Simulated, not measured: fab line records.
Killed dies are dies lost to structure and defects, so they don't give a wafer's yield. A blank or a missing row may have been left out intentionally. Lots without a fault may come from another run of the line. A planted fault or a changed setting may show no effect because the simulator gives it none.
Chamber matching + flow nandHarc + NHARC_P_ZERO_WELL_ETCH_65 on rieDiel-02 has 4 sister chambers
The step etches the open film in N2/H2, target depth 80 nm, overetch 24 nm, time 87.88 s. 16 wafers are shown with their chamber, then 8 later ones without.

== WAFERS PAIRED WITH THEIR CHAMBERS ==
| wafer  | chamber | showerheadPlenumPTorr (Torr) | drypumpMotorCurrentA (A) | rfVppV (V) |
|--------|---------|------------------------------|--------------------------|------------|
| L078.1 | 0       | 2.00                         | 6.0                      | 429.2      |
| L078.4 | 2       | 2.21                         | 5.9                      | 434.7      |
| L078.5 | 0       | 2.00                         | 6.0                      | 429.7      |
| L082.2 | 0       | 2.00                         | 6.0                      | 429.7      |
| L082.4 | 1       | 2.19                         | 5.5                      | 435.2      |
| L082.6 | 0       | 2.00                         | 6.1                      | 429.2      |
| L083.3 | 0       | 2.00                         | 6.1                      | 427.8      |
| L083.5 | 0       | 2.00                         | 6.0                      | 429.7      |
| L083.6 | 3       | 2.00                         | 5.5                      | 430.0      |
| L086.2 | 0       | 2.00                         | 6.0                      | 430.7      |
| L086.4 | 1       | 2.19                         | 5.5                      | 434.5      |
| L086.6 | 3       | 2.00                         | 5.5                      | 430.0      |
| L087.4 | 1       | 2.19                         | 5.5                      | 435.5      |
| L087.5 | 2       | 2.20                         | 5.9                      | 434.4      |
| L087.6 | 3       | 2.00                         | 5.5                      | 430.7      |
| L088.2 | 2       | 2.20                         | 5.8                      | 435.1      |

SIGNATURES (means of the wafers above)
| reading               | chamber 0 | chamber 1 | chamber 2 | chamber 3 | scatter within a chamber |
|-----------------------|-----------|-----------|-----------|-----------|--------------------------|
| showerheadPlenumPTorr | 2.0000    | 2.1900    | 2.2033    | 2.0000    | 0.00236                  |
| drypumpMotorCurrentA  | 6.029     | 5.500     | 5.867     | 5.500     | 0.0418                   |
| rfVppV                | 429.429   | 435.067   | 434.733   | 430.233   | 0.689                    |
Rule: for a wafer and a chamber, the distance is found by dividing, reading by reading, the gap between the wafer's reading and the chamber's mean by the reading's scatter, squaring, summing and taking the root. The wafer belongs to the nearest chamber; if the next one is less than 2 further off, it can't be placed. The scatter: the root of (the sum of the squares of (reading less its chamber's mean) over the shown wafers, divided by (wafers less chambers)).

== WAFERS WITH NO CHAMBER GIVEN ==
| wafer  | showerheadPlenumPTorr (Torr) | drypumpMotorCurrentA (A) | rfVppV (V) |
|--------|------------------------------|--------------------------|------------|
| L088.5 | 2.00                         | 5.5                      | 431.5      |
| L088.6 | 2.20                         | 5.8                      | 435.0      |
| L089.2 | 2.00                         | 5.5                      | 430.7      |
| L089.3 | 2.00                         | 6.0                      | 428.8      |
| L089.6 | 2.00                         | 6.0                      | 430.3      |
| L095.1 | 2.19                         | 5.5                      | 435.5      |
| L095.2 | 2.00                         | 5.5                      | 427.8      |
| L095.6 | 2.19                         | 5.5                      | 434.3      |

== CHAMBER TAKEN BY EACH ==
| wafer  | from the rows above | in truth |
|--------|---------------------|----------|
| L088.5 | 3                   | 3        |
| L088.6 | 2                   | 2        |
| L089.2 | 3                   | 3        |
| L089.3 | 0                   | 0        |
| L089.6 | 0                   | 0        |
| L095.1 | 1                   | 1        |
| L095.2 | 3                   | 3        |
| L095.6 | 1                   | 1        |
Correct placement for 8 of the 8. Number that these rows cannot place: 0. 0 placed wrongly.
